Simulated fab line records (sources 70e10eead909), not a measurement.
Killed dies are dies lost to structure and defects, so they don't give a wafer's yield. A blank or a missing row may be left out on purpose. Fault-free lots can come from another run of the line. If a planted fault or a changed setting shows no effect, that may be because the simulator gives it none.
Struck lot and sound lot, side by side :: flow nand_harc :: 18 steps out of a route of 1302
Sound: these wafers, L265.1, L265.3, L265.4. The struck wafers were L278.2, L278.3, L278.6. The cause is named last.
Order at every step that has rows: each side's tool, ch and its chambers, its first start. Under that, the readings that differ: sound wafers :: struck wafers :: difference of the means :: sigmas: that difference in standard deviations of wafers without a fault.
alike: readings with means less than 2 such deviations apart, plus words and numbers identical on both sides. not compared: withheld readings, readings lacking a value on some wafer, bounds such as >300 that could conceal the same value, and numbers that have no deviation in the record and whose values overlap.
Wherever a step has rows on one side only, a row that says differs or no value, or a row with sigmas, the two part there. When numbers do not overlap yet have no deviation, they are printed without sigmas and do not part them. A reading that every wafer of one side lacks parts them only if that side has two wafers or more.

NHARC_A_BLC_CVD_24: deposits W, target thk 150 nm, time 434 s.
  sound on cvd_w-02 ch 0,1; struck on cvd_w-02 ch 1
  alike: chamber_pressure_Torr, heater_power_w, throttle_valve_pct
NHARC_A_BLC_CMP_25: polishes, t overpolish 30 s, target thk 150 nm.
  sound on cmp-03 ch 0,1,2, day 23 06:38; struck on cmp-02 ch 0,2,3, day 29 04:44
  alike: edge_zone_pressure_frac, motor_current_A, overpolish_run_s, slurry_flow_ml_min, time_to_endpoint_s
after that, 1 step had no rows for these wafers: NHARC_A_BLC_SRD_27.
NHARC_A_BLC_INSPECT_28:
  struck on defect_inspect-01, day 29 05:07; sound on defect_inspect-01, day 23 07:02
  alike: raw_defect_count
then, 7 steps without rows for these wafers: NHARC_A_M0_DEP_00 (deposits SiOC, target thk 150 nm); NHARC_A_M0_DEHYDRATE_01 (time 120 s); NHARC_A_M0_HMDS_02 (time 30 s); NHARC_A_M0_COAT_33 (time 65 s); NHARC_A_M0_COAT_03 (resist thk 90 nm); NHARC_A_M0_SOFTBAKE_04 (time 55 s); NHARC_A_M0_EBR_05.
NHARC_A_M0_EXPOSE_06: exposes mask A M0, target cd 80 nm.
  sound on arfi_scanner-02 ch 0, day 23 07:48; struck on arfi_scanner-02 ch 0, day 29 05:53
reading: model.A_M0.overlay_x_nm (nm)
sound: -0.3326 -0.3326 -0.3326
struck: 7.89 7.89 7.89
difference: +8.22
sigmas: 
  alike: mask, focus_offset_nm, stage_vel_mm_s
then, 2 steps without rows for these wafers: NHARC_A_M0_PEB_07 (peb time 65 s); NHARC_A_M0_DEVELOP_08 (develop time 35 s).
NHARC_A_M0_CD_MEAS_09 targets a cd of 80 nm.
  sound on cd_sem-01 ch 0, day 23 07:56; struck on cd_sem-03 ch 0, day 29 06:01
reading: cd_nm (nm)
sound: 80.4 80.4 81.0
struck: 79.9 79.2 79.2
difference: -1.2
sigmas: -2
NHARC_A_M0_OVL_MEAS_10: pitch 160 nm.
  struck on overlay-02, day 29 06:06; sound on overlay-01, day 23 08:02
reading: overlay_x_nm (nm)
sound: -1.3 -0.3 -0.3
struck: 7.8 8.0 7.9
difference: +8.5
sigmas: +11
  alike: overlay_y_nm
NHARC_A_M0_INSPECT_11:
  struck on defect_inspect-02, day 29 06:08; sound on defect_inspect-01, day 23 08:04
reading: raw_defect_count
sound: 21 19 18
struck: 98 93 111
difference: +81
sigmas: +3
after that, 1 step had no rows for these wafers: NHARC_END_SORT_01.

== WHERE THEY PART ==
Last at NHARC_A_M0_INSPECT_11 as far as this record goes, first at NHARC_A_M0_CD_MEAS_09.

WHY: what the simulator had put in
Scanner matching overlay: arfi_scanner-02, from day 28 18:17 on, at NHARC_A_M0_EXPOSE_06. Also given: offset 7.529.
